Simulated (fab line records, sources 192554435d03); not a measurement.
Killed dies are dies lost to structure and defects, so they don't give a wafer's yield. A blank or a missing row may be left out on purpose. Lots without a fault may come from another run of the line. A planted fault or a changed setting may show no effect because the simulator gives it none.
fab line records | flow n5_finfet
record lots=7 wafers=19 last_day=18
route steps=1938 shown TV_OPEN@1889 PAD_METAL@1893 PASSIVATION@1897
lots that met no fault: from a run of the same line without faults
start_h: hours from the record's first day to the start of the lot's first wafer shown | wait_h: hours since the lot's step before | " the same as in the row above | L1.1+2: a row that stands for several wafers | - no value, or no start given | * or withheld: withheld | < > ~ a bound
route shown NAME@n: a module of which the file shows steps, and the number in the route of the first | usual: mean/standard deviation of fault-free wafers | same: alike in all rows | chamber/n: place in a boat | sites: the reading at each site | _std_site: their standard deviation | _edge_site: outer sites' mean less inner sites' | radius_mm: how far each site lies from the wafer's centre | mask NAME#n: copy n | behind: the tool/chamber that last shaped the wafer | hold: why the lot was held/for how many hours/how that ended | device: the transistor (n, p or np) that didn't switch | end of line: the same wafers' tests at the end of the route | a step without rows: its recipe alone | killed: dies lost to structure and defects at the first sort, not the wafer's yield | map: a wafer's dies, x killed, . not, _ none there
set.NAME: the setting as run; set.NAME@STEP: as run at that earlier step | model.NAME: the simulator's own value behind a step, which no gauge read
lots at some steps of the route; a table a step, a row a wafer
services: from which hour (start_h, from the record's first day; less than 0 if before it) a tool's chamber was out of use, for how many hours, and why
## steps
# step N5_PASSIVATION_STRIP_14
# recipe chemistry=O2 power_w=600 temp_c=60 pressure_mtorr=30 rf_frequency_hz=6e+07 bias_power_w=0 overash_fraction=0.5 o2_flow_sccm=225
# step N5_PASSIVATION_ETCH_15
# recipe chemistry=CF4/N2 target=SiCN target_depth_a=750 taper_deg=2 time_s=81.2 ion_energy_ev=150 mask_material=SiNx pressure_mtorr=40 source_w=430 bias_w=70 Ar_flow_sccm=100 cf4_flow_sccm=60 n2_flow_sccm=60
# usual drypump_motor_current_A=5.5/0.4 mfc_ar_sccm=99.98/0.3 oes_product_au=0.81/0.079 rf_vpp_V=383.5/1.5 showerhead_plenum_p_Torr=2.26/0.045 throttle_valve_pct=15.33/0.21
# columns lot.wafer tool chamber start_h wait_h drypump_motor_current_A mfc_ar_sccm oes_product_au rf_hours_counter_h rf_vpp_V showerhead_plenum_p_Torr throttle_valve_pct
L372.2 rie_diel-06 0 - - 5.0 100.46 0.71 206 381.9 2.27 15.42
L372.3 " 2 " " 5.5 100.24 0.82 87 382.0 2.23 15.27
L372.5 " 1 " " 5.6 100.09 0.81 - 384.3 2.32 15.25
L376.3 rie_diel-01 1 - - 6.0 100.05 0.70 220 381.6 2.19 15.77
L376.4 " 3 " " 5.1 99.78 0.87 64 386.0 2.32 15.27
L376.5 " 2 " " 4.9 99.98 0.91 - 386.8 2.35 15.30
L380.1 rie_diel-05 1 - - 5.5 100.17 0.70 207 383.6 2.26 15.55
L380.2 " 2 " " 5.2 99.87 0.82 86 384.2 2.23 15.14
L380.6 " 0 " " 6.0 100.15 0.82 - 382.5 2.24 15.28
L384.1 rie_diel-01 0 - - 6.2 100.40 0.77 149 382.9 2.20 15.19
L384.6 " 3 " " 5.1 99.54 0.84 - 383.6 2.31 15.32
L383.1 rie_diel-05 2 - - 5.2 99.74 0.82 91 382.9 2.23 15.14
L383.5 " 3 " " 5.8 100.24 0.95 - 383.9 2.25 14.92
L390.1 rie_diel-06 0 - - 5.0 99.88 0.68 246 383.9 2.25 15.50
L390.2 " 2 " " 5.5 99.74 0.78 126 382.2 2.22 15.35
L390.5 " 0 " " 5.0 99.58 0.69 - 383.8 2.25 15.51
L392.2 rie_diel-06 2 - - 5.5 100.07 0.78 130 383.1 2.22 15.36
L392.4 " 3 " " 5.5 100.37 0.85 - 382.7 2.25 15.35
L392.5 " 1 " " 5.6 100.52 0.77 - 384.5 2.31 15.35
# step N5_PASSIVATION_STRIP_73
# recipe chemistry=post_etch_residue_remover time_s=60 temp_c=25 remover_ph=withheld remover_water_wt_pct=withheld remover_fluoride_wt_pct=withheld
# step N5_PASSIVATION_SRD_17
# recipe time_s=30 temp_c=23 rinse_liquid=diw dry=n2_spin spin_rpm=1500 dry_time_s=30
# step N5_PASSIVATION_DEGAS_18
# recipe ambient=vacuum temp_c=300 time_s=60
# usual heater_power_w=517/71
# columns lot.wafer tool chamber start_h wait_h heater_power_w
L372.2 pvd_sputter-01 - 303.53 0.8 484
L372.3 " - " " 430
L372.5 " - " " 416
L376.3 pvd_sputter-03 - 327.11 0.9 499
L376.4 " - " " 615
L376.5 " - " " 569
L380.1 pvd_sputter-01 - 376.62 0.4 423
L380.2 " - " " 488
L380.6 " - " " 482
L384.1 pvd_sputter-02 - 391.99 0.5 496
L384.6 " - " " 607
L383.1 pvd_sputter-02 - 392.67 0.3 489
L383.5 " - " " 492
L390.1 pvd_sputter-01 - 424.62 2.5 536
L390.2 " - " " 483
L390.5 " - " " 531
L392.2 pvd_sputter-03 - 434.09 0.3 514
L392.4 " - " " 630
L392.5 " - " " 637
# step N5_PASSIVATION_PRE_CLEAN_19
# recipe gas=H2/He time_s=* temp_c=*
# usual heater_power_w=518/70
# columns lot.wafer tool chamber start_h wait_h heater_power_w
L372.2 pvd_sputter-01 - 303.57 0.0 486
L372.3 " - " " 416
L372.5 " - " " 425
L376.3 pvd_sputter-03 - 327.15 0.0 511
L376.4 " - " " 621
L376.5 " - " " 568
L380.1 pvd_sputter-01 - 376.66 0.0 423
L380.2 " - " " 485
L380.6 " - " " 476
L384.1 pvd_sputter-02 - 392.03 0.0 506
L384.6 " - " " 626
L383.1 pvd_sputter-02 - 392.71 0.0 499
L383.5 " - " " 495
L390.1 pvd_sputter-01 - 424.66 0.0 541
L390.2 " - " " 480
L390.5 " - " " 530
L392.2 pvd_sputter-03 - 434.13 0.0 504
L392.4 " - " " 628
L392.5 " - " " 619
# step N5_PASSIVATION_SPUTTER_20
# recipe material=TaN target_thk_a=500 temp_c=25 chamber_pressure_pa=0.4
# usual throttle_valve_pct=30.1/1
# columns lot.wafer tool chamber start_h wait_h throttle_valve_pct
L372.2 pvd_sputter-01 - 303.61 0.0 31.2
L372.3 " - " " 29.6
L372.5 " - " " 29.7
L376.3 pvd_sputter-03 - 327.19 0.0 28.9
L376.4 " - " " 29.7
L376.5 " - " " 31.3
L380.1 pvd_sputter-01 - 376.70 0.0 29.8
L380.2 " - " " 31.2
L380.6 " - " " 31.3
L384.1 pvd_sputter-02 - 392.07 0.0 29.6
L384.6 " - " " 30.2
L383.1 pvd_sputter-02 - 392.75 0.0 29.8
L383.5 " - " " 28.9
L390.1 pvd_sputter-01 - 424.70 0.0 29.5
L390.2 " - " " 31.5
L390.5 " - " " 29.6
L392.2 pvd_sputter-03 - 434.17 0.0 29.3
L392.4 " - " " 29.6
L392.5 " - " " 29.5
# step N5_PASSIVATION_AL_DEP_21
# recipe material=Al target_thk_a=28000 temp_c=400 time_s=170 power_w=30000 chamber_pressure_pa=0.4 gas=Ar
# usual throttle_valve_pct=30.1/0.99
# columns lot.wafer tool chamber start_h wait_h throttle_valve_pct
L372.2 pvd_sputter-01 - 303.71 0.1 31.1
L372.3 " - " " 29.6
L372.5 " - " " 29.9
L376.3 pvd_sputter-03 - 327.29 0.1 29.0
L376.4 " - " " 29.8
L376.5 " - " " 31.0
L380.1 pvd_sputter-01 - 376.80 0.1 29.8
L380.2 " - " " 31.1
L380.6 " - " " 31.3
L384.1 pvd_sputter-02 - 392.17 0.1 29.7
L384.6 " - " " 29.7
L383.1 pvd_sputter-02 - 392.85 0.1 29.9
L383.5 " - " " 28.7
L390.1 pvd_sputter-01 - 424.80 0.1 29.4
L390.2 " - " " 31.1
L390.5 " - " " 29.8
L392.2 pvd_sputter-03 - 434.27 0.1 29.2
L392.4 " - " " 29.9
L392.5 " - " " 29.7
# step N5_PASSIVATION_HMDS_23
# recipe time_s=60 temp_c=120
# step N5_PASSIVATION_COAT_24
# recipe spin_rpm=3000 resist_thk_nm=withheld
# step N5_PASSIVATION_EBR_26
# recipe solvent=PGMEA ebr_width_mm=1.5
# step N5_PASSIVATION_SOFTBAKE_25
# recipe temp_c=100 time_s=90
# step N5_PASSIVATION_EXPOSE_27
# recipe mask_id=PAD na=0.55 source_shape=conventional sigma_outer=0.8 polarization=unpolarized defocus_nm=0 dose_mj=32.3
# columns lot.wafer tool chamber start_h wait_h mask
L372.2+3+5 krf_scanner-01 0 304.01 - PAD#0
L376.3+4+5 krf_scanner-02 0 327.60 - PAD#0
L380.1+2+6 krf_scanner-02 0 377.38 - PAD#0
L384.1+6 krf_scanner-02 0 392.47 - PAD#0
L383.1+5 krf_scanner-02 0 393.15 - PAD#0
L390.1+2+5 krf_scanner-02 0 425.22 - PAD#0
L392.2+4+5 krf_scanner-01 0 434.69 - PAD#0
# step N5_PASSIVATION_PEB_28
# recipe peb_temp_c=withheld peb_time_s=*
# step N5_PASSIVATION_DEVELOP_29
# recipe develop_time_s=60 rinse_liquid=diw dry=air_spin dev_temp_c=21
# step N5_PASSIVATION_HARDBAKE_31
# recipe temp_c=130 time_s=120
# step N5_PASSIVATION_CD_MEAS_30
# recipe target_cd_nm=4000 landing_energy_ev=500 detector=se_inlens polarity=opening
# usual cd_nm=3999.9/1.5
# columns lot.wafer tool chamber start_h wait_h cd_nm
L372.2 cd_sem-03 0 304.18 - 3996.0
L372.3 " 0 " " 3999.4
L372.5 " 0 " " 3998.4
L376.3 cd_sem-02 0 327.76 - 3998.1
L376.4 " 0 " " 3999.4
L376.5 " 0 " " 4002.2
L380.1 cd_sem-02 0 377.56 - 4000.2
L380.2 " 0 " " 3999.1
L380.6 " 0 " " 4000.4
L384.1 cd_sem-02 0 392.64 - 3999.2
L384.6 " 0 " " 4022.7
L383.1 cd_sem-03 0 393.32 - 4002.2
L383.5 " 0 " " 4027.5
L390.1 cd_sem-02 0 425.40 - 4001.1
L390.2 " 0 " " 3999.7
L390.5 " 0 " " 4025.2
L392.2 cd_sem-02 0 434.86 - 3997.6
L392.4 " 0 " " 3998.8
L392.5 " 0 " " 3999.9
# step N5_PASSIVATION_OVL_MEAS_63
# recipe points_per_wafer=44
# usual PAD_OVL=-2/5.7
# columns lot.wafer tool chamber start_h wait_h PAD_OVL[nm]
L372.2 overlay-02 0 304.21 0.0 -2
L372.3 " 0 " " 1
L372.5 " 0 " " 4
L376.3 overlay-02 0 327.79 0.0 -6
L376.4 " 0 " " -2
L376.5 " 0 " " -8
L380.1 overlay-01 0 377.59 0.0 -5
L380.2 " 0 " " -6
L380.6 " 0 " " -7
L384.1 overlay-02 0 392.67 0.0 -3
L384.6 " 0 " " -8
L383.1 overlay-01 0 393.35 0.0 5
L383.5 " 0 " " 6
L390.1 overlay-01 0 425.43 0.0 -9
L390.2 " 0 " " -3
L390.5 " 0 " " -5
L392.2 overlay-02 0 434.89 0.0 12
L392.4 " 0 " " 6
L392.5 " 0 " " 7
# step N5_PASSIVATION_PROBE_49
# usual defect_limited_yield=91.2/1.4 killed_at_M0_to_M3=34/11 killed_at_M4_up=14/6.3 killed_at_contacts=13/7.4 killed_at_front_end=38/11 killed_at_other=4.3/2.9 killed_dies=103/17 killed_open=68/12 killed_short=34/8 sort_bin_4_leakage=0.00/0.027 sort_bin_5_function=5.1/0.9 sort_bin_6_memory=3.3/0.66 sort_n_pass=1077/17 sort_yield_pct=91.2/1.4
# same gross_dies=1180 killed_at_back_side=0 sort_bin_8_speed[%]=0
# columns lot.wafer tool chamber start_h wait_h defect_limited_yield[%] killed_at_M0_to_M3 killed_at_M4_up killed_at_contacts killed_at_front_end killed_at_other killed_dies killed_open killed_short sort_bin_4_leakage[%] sort_bin_5_function[%] sort_bin_6_memory[%] sort_n_pass sort_yield_pct[%]
L380.1 prober-01 - 384.31 0.0 90.2 26 18 32 31 9 116 71 42 0 5.6 4.0 1064 90.2
L380.2 prober-01 - 384.36 0.1 91.9 31 9 26 26 4 96 64 28 0 4.5 3.5 1084 91.9
L380.6 prober-01 - 384.56 0.3 91.9 35 14 24 19 4 96 65 28 0 4.5 3.5 1084 91.9
# killed by level:class
L380.1 MOL_CONTACT_COAG:geometric_particle:open=24 FIN_SAQP:geometric_particle:short=11 BEOL_M3:geometric_particle:open=10 FIN_SAQP:geometric_particle:open=8 MOL_CONTACT_COAG:geometric_particle:short=8 BEOL_M4:geometric_particle:open=6 BEOL_M1:geometric_particle:short=5 PASS1_CAP:geometric_particle:short=5
L380.2 MOL_CONTACT_COAG:geometric_particle:open=21 FIN_SAQP:geometric_particle:open=9 BEOL_M1:geometric_particle:open=9 BEOL_M0_SAQP:geometric_particle:short=7 BEOL_M3:geometric_particle:open=5 MOL_CONTACT_COAG:geometric_particle:short=5 BEOL_M0_SAQP:geometric_particle:open=5 FIN_SAQP:geometric_particle:short=4
L380.6 MOL_CONTACT_COAG:geometric_particle:open=18 BEOL_M1:geometric_particle:open=11 FIN_SAQP:geometric_particle:open=7 MOL_CONTACT_COAG:geometric_particle:short=6 FIN_SAQP:geometric_particle:short=5 BEOL_M1:geometric_particle:short=5 BEOL_M2:geometric_particle:open=5 BEOL_M0_SAQP:geometric_particle:open=4
## services
# columns tool chamber start_h hours kind
krf_scanner-02 - 279.67 4.0 pm
krf_scanner-01 - 283.69 1.0 pm
krf_scanner-01 - 285.75 1.3 pm
rie_diel-01 - 301.89 2.8 pm
rie_diel-06 - 310.58 0.7 repair
krf_scanner-01 - 313.42 0.8 pm
krf_scanner-02 - 321.72 0.8 pm
krf_scanner-02 - 352.61 1.0 pm
rie_diel-01 - 359.08 7.3 repair
krf_scanner-02 0 365.81 - calibration
rie_diel-06 0 372.61 3.2 repair
rie_diel-01 1 384.05 14.0 repair
rie_diel-01 0 391.46 5.0 repair
krf_scanner-01 - 400.21 4.0 pm
rie_diel-01 0 400.67 19.1 repair
pvd_sputter-01 - 400.96 0.5 repair
krf_scanner-01 - 404.23 3.6 pm
rie_diel-06 1 412.79 12.0 repair
rie_diel-05 0 420.13 3.7 repair
rie_diel-05 1 420.51 4.2 repair
pvd_sputter-02 - 422.30 3.4 repair
rie_diel-05 - 428.45 0.7 repair
rie_diel-06 0 432.93 - clean
krf_scanner-02 - 433.46 1.3 pm
## key
first_sign step=N5_PASSIVATION_CD_MEAS_30 reading=cd_nm direction=up sigmas=17 usual=3999.9 struck=4025.1
effect none on later readings
met_at N5_PASSIVATION_EXPOSE_27
struck_wafers L383.5,L384.6,L390.5
onset_between 377.38 392.47
fault kind=process_parameter_drift tool=krf_scanner-02 chamber=- onset_h=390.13 steps=N5_PASSIVATION_EXPOSE_27 channel=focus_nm offset=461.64 shape=step end_h=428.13 scope=struck_wafers_only
